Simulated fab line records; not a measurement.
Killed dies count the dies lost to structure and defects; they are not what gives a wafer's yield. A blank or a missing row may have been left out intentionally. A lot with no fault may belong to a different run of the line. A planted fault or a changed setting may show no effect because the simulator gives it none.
Chamber matching    flow nandHarc    cmp-01 running NHARC_A_BLC_CMP_25: 4 sister chambers
The step polishes, t overpolish 30 s, target thk 150 nm. 27 wafers are shown with their chamber, then 12 later ones without.

WAFERS, EACH WITH ITS CHAMBER
wafer   chamber  motorCurrentA (A)  overpolishRunS (s)  timeToEndpointS (s)
L078.1  2        13.4               29.996              27.4
L078.4  1        13.1               30.003              31.9
L078.5  3        11.8               30.003              29.3
L081.1  0        13.0               30.012              26.6
L081.3  2        13.7               30.005              25.0
L081.4  1        13.5               29.990              28.1
L082.1  2        14.0               29.992              27.1
L082.2  0        12.8               30.008              30.6
L082.3  1        13.3               29.996              31.0
L083.3  1        13.9               30.004              29.4
L083.4  2        14.2               30.017              26.9
L083.5  3        11.3               29.995              27.6
L084.2  3        11.8               29.994              30.3
L084.3  2        13.8               29.995              30.7
L084.6  2        13.4               29.997              28.8
L089.3  1        13.8               30.001              29.8
L089.4  2        13.3               30.004              29.1
L089.5  2        13.7               29.996              27.3
L090.1  1        13.3               29.982              28.4
L090.5  0        12.7               30.024              31.0
L090.6  3        11.2               30.008              27.3
L087.2  3        11.8               30.005              27.7
L087.4  2        13.5               30.013              28.5
L087.5  2        13.8               30.013              28.1
L088.1  2        13.8               30.008              27.1
L088.5  3        11.6               30.009              28.1
L088.6  2        14.0               29.997              29.1

SIGNATURES (means of the wafers above)
reading          chamber 0  chamber 1  chamber 2  chamber 3  scatter within a chamber
motorCurrentA    12.833     13.483     13.717     11.583     0.275
overpolishRunS   30.01467   29.99600   30.00275   30.00233   0.00807
timeToEndpointS  29.400     29.767     27.925     28.383     1.51
Rule: distance of a wafer from a chamber = root of the sum over the readings of ((wafer's reading minus chamber's mean) / reading's scatter) squared. If the next closest chamber is less than 2 further off than the closest, the wafer can't be placed; otherwise it belongs to the closest. The scatter: take each reading less its chamber's mean, square it, sum over the shown wafers, divide by the number of wafers less the number of chambers, and take the root.

WAFERS MISSING THEIR CHAMBER
wafer   motorCurrentA (A)  overpolishRunS (s)  timeToEndpointS (s)
L093.2  12.9               29.996              28.6
L093.3  13.7               30.001              27.0
L093.4  11.2               30.004              27.5
L091.1  14.1               29.993              28.4
L091.3  11.3               30.016              25.3
L091.4  13.0               29.988              27.9
L094.3  13.8               29.993              29.8
L094.5  13.7               30.010              27.2
L094.6  11.1               30.006              30.7
L096.4  14.3               30.000              31.5
L096.5  11.5               30.000              30.9
L096.6  12.1               29.998              32.8

CHAMBER TAKEN BY EACH
wafer   from the rows above           in truth
L093.2  can't be placed: 1 or 0 or 2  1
L093.3  can't be placed: 2 or 1       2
L093.4  3                             3
L091.1  can't be placed: 2 or 1       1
L091.3  3                             3
L091.4  can't be placed: 1 or 2 or 0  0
L094.3  can't be placed: 1 or 2       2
L094.5  can't be placed: 2 or 1       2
L094.6  3                             3
L096.4  can't be placed: 2 or 1       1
L096.5  3                             3
L096.6  can't be placed: 3 or 0 or 1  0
Correct placement for 4 of the 12. Unplaceable from these rows: 8, with the true chamber sitting among the candidates in 8. 0 placed wrongly.
